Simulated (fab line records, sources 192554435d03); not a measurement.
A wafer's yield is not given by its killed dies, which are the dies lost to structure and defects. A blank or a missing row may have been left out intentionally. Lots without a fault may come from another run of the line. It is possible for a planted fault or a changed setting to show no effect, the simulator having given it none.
fab line records    flow n5_finfet
record: lots: 7  wafers: 39
route steps=1938 shown PMOS_HMC_CHANNEL_EPI@78 STI_FIN_REVEAL@204 SD_EPI_P@312 HKMG_FIN@388 BEOL_M4@1111
start_h: hours from the record's opening day to when the first of the lot's shown wafers began    wait_h: how many hours have passed since the lot's step before this one    " repeats the value in the row above    L1.1+2: one row covering several wafers at once    - no value, or no start given    * or withheld: withheld    < > ~ a bound
route shown NAME@n: NAME is a module with steps in the file, n the number in the route of the first one    usual: mean/standard deviation taken from wafers without a fault    same: alike in all rows    chamber/n: place in a boat    sites: per-site readings    _std_site: standard deviation of those values    _edge_site: outer sites' mean less inner sites'    radius_mm: how far each site lies from the wafer's centre    mask NAME#n: copy n    behind: the tool/chamber that last shaped the wafer    hold: why the lot went on hold/how many hours it stayed there/how the hold came to an end    device: whichever transistor did not switch (one of n, p or np)    end of line: tests of these same wafers at the route's end    where a step has no rows: the recipe by itself    killed: dies that structure and defects cost at the first sort, which is not the same as the wafer's yield    map: per-die view of a wafer (x killed, . not killed, _ where there is no die)
set.NAME: the setting that was run; set.NAME@STEP: the one run at that earlier step    model.NAME: the simulator's own value behind a step, which no gauge read
one table per step and one row per wafer, for lots whose settings were changed on purpose
== steps ==
step: N5_PMOS_HMC_CHANNEL_EPI_EPI_20
recipe: material: SiGe30  mask_material: SiO2  pressure_torr: 20  target_thk_a: 590  temp_c: 600
step: N5_STI_FIN_REVEAL_OXIDATION_33
recipe: chemistry: O2_PLASMA_REMOTE  temp_c: 150  time_s: 20  pressure_mtorr: 1000  source_power_w: 2000  o2_flow_sccm: 3000
step: N5_SD_EPI_P_ETCH_16
recipe: chemistry: CHF3/O2  target: SiO2  target_depth_a: 50  mask_material: SOC  pressure_mtorr: 30  source_w: 650  bias_w: 170  Ar_flow_sccm: 200  CHF3_flow_sccm: 50  O2_flow_sccm: 5  ion_energy_ev: 200
step: N5_HKMG_FIN_ALD_74
recipe: material: La2O3  target_thk_a: 5  temp_c: 250  ald_precursor_family: La-Cp  ald_co_reactant: O3  pulse_time_s: 6  co_reactant_pulse_time_s: 1  purge_time_s: 3  co_reactant_purge_time_s: 3
step: N5_HKMG_FIN_ETCH_35
recipe: chemistry: N2/H2  target: SOC  target_depth_a: 2158  ion_energy_ev: 65  bias_w: 5  source_w: 3000  time_s: 243.4  pressure_mtorr: 30  n2_flow_sccm: 200  h2_flow_sccm: 200
step: N5_BEOL_M4_RC_MEAS_101
usual: IOFF_P_LONG: 0.000102/7.5e-06  VT_P_LONG: -276.8/2.7
lot.wafer  tool       chamber  start_h  wait_h  set.temp_c@PMOS_HMC_CHANNEL_EPI_EPI_20  set.time_s@STI_FIN_REVEAL_OXIDATION_33  set.target_depth_a@SD_EPI_P_ETCH_16  set.co_reactant_pulse_time_s@HKMG_FIN_ALD_74  set.source_w@HKMG_FIN_ETCH_35  IOFF_P_LONG[nA/um]  VT_P_LONG[mV]
L078.1     prober-01  0        219.21   0.0     600                                     24.6                                    50                                   0.9032                                        3000                           0.000104            -278.5
L078.2     "          0        "        "       607                                     20                                      50                                   0.9032                                        2543                           9.5e-05             -280.0
L078.3     "          0        "        "       607                                     24.6                                    50                                   1                                             2543                           8.8e-05             -284.3
L078.4     "          0        "        "       600                                     20                                      48.03                                0.9032                                        2543                           0.000114            -273.8
L078.5     "          0        "        "       600                                     24.6                                    48.03                                1                                             3000                           9.7e-05             -279.7
L078.6     "          0        "        "       607                                     20                                      48.03                                1                                             3000                           9.2e-05             -282.8
L079.1     prober-01  0        238.45   0.0     600                                     20                                      50                                   1                                             3000                           0.000114            -272.5
L079.5     "          0        "        "       600                                     20                                      50                                   1                                             3000                           0.000115            -274.0
L079.6     "          0        "        "       600                                     20                                      50                                   1                                             3000                           0.000113            -271.9
L082.1     prober-01  0        245.94   0.0     600                                     22.02                                   55.51                                1                                             3000                           9.9e-05             -275.6
L082.2     "          0        "        "       600                                     22.02                                   55.51                                1                                             2464                           9.9e-05             -275.0
L082.3     "          0        "        "       600                                     20                                      50                                   1                                             3000                           0.000103            -276.2
L082.4     "          0        "        "       600                                     20                                      50                                   1                                             3000                           9.3e-05             -280.0
L082.5     "          0        "        "       600                                     20                                      55.51                                1                                             2464                           9.3e-05             -279.0
L082.6     "          0        "        "       600                                     22.02                                   50                                   1                                             2464                           9.1e-05             -278.2
L084.1     prober-02  0        252.74   0.0     600                                     20                                      50                                   1                                             2553                           0.000101            -279.6
L084.2     "          0        "        "       600                                     20                                      50                                   0.8494                                        3000                           0.000105            -274.3
L084.3     "          0        "        "       600                                     20                                      44.44                                1                                             3000                           0.0001              -277.8
L084.4     "          0        "        "       600                                     22.01                                   44.44                                1                                             2553                           9.7e-05             -280.4
L084.5     "          0        "        "       600                                     22.01                                   50                                   0.8494                                        2553                           0.000111            -273.2
L084.6     "          0        "        "       600                                     22.01                                   44.44                                0.8494                                        3000                           0.000105            -275.1
L092.1     prober-02  0        294.03   0.0     602.5                                   20                                      50                                   1                                             3000                           0.000105            -278.4
L092.2     "          0        "        "       602.5                                   20                                      50                                   1                                             3000                           0.000109            -276.0
L092.3     "          0        "        "       600                                     20                                      50                                   1                                             3507                           0.000114            -272.1
L092.4     "          0        "        "       602.5                                   18.26                                   50                                   1                                             3507                           0.000104            -273.7
L092.5     "          0        "        "       600                                     18.26                                   50                                   1                                             3000                           0.000107            -274.3
L092.6     "          0        "        "       600                                     18.26                                   50                                   1                                             3507                           0.000109            -275.4
L095.1     prober-02  0        315.94   0.0     600                                     20                                      50                                   0.8373                                        2810                           0.000102            -276.8
L095.2     "          0        "        "       600                                     20                                      50                                   1                                             2810                           9.3e-05             -279.3
L095.3     "          0        "        "       600                                     20                                      50                                   0.8373                                        3000                           0.000108            -276.2
L095.4     "          0        "        "       600                                     20                                      50                                   0.8373                                        3000                           0.000111            -273.8
L095.5     "          0        "        "       600                                     20                                      50                                   1                                             3000                           9.4e-05             -282.3
L095.6     "          0        "        "       600                                     20                                      50                                   1                                             2810                           9e-05               -280.5
L096.1     prober-01  0        342.77   0.0     602.1                                   20                                      50                                   0.8912                                        2658                           0.00011             -274.2
L096.2     "          0        "        "       600                                     20                                      50                                   1                                             3000                           0.000107            -274.2
L096.3     "          0        "        "       602.1                                   20                                      50                                   1                                             2658                           9.8e-05             -277.6
L096.4     "          0        "        "       600                                     20                                      50                                   1                                             3000                           0.000103            -277.1
L096.5     "          0        "        "       600                                     20                                      50                                   0.8912                                        2658                           0.000114            -272.7
L096.6     "          0        "        "       602.1                                   20                                      50                                   0.8912                                        3000                           0.000114            -274.2
== key ==
split: step: N5_PMOS_HMC_CHANNEL_EPI_EPI_20  setting: temp_c  stated_as: 600
response none clear
split: step: N5_STI_FIN_REVEAL_OXIDATION_33  setting: time_s  stated_as: 20
response none clear
split: step: N5_SD_EPI_P_ETCH_16  setting: target_depth_a  stated_as: 50
response none clear
split: step: N5_HKMG_FIN_ALD_74  setting: co_reactant_pulse_time_s  stated_as: 1
response: step: N5_BEOL_M4_RC_MEAS_101  reading: IOFF_P_LONG  slope: -7.68e-07  per: 1%  together_with: all  explained: 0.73
response: step: N5_BEOL_M4_RC_MEAS_101  reading: VT_P_LONG  slope: -0.307  per: 1%  together_with: all  explained: 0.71
split: step: N5_HKMG_FIN_ETCH_35  setting: source_w  stated_as: 3000
response none clear
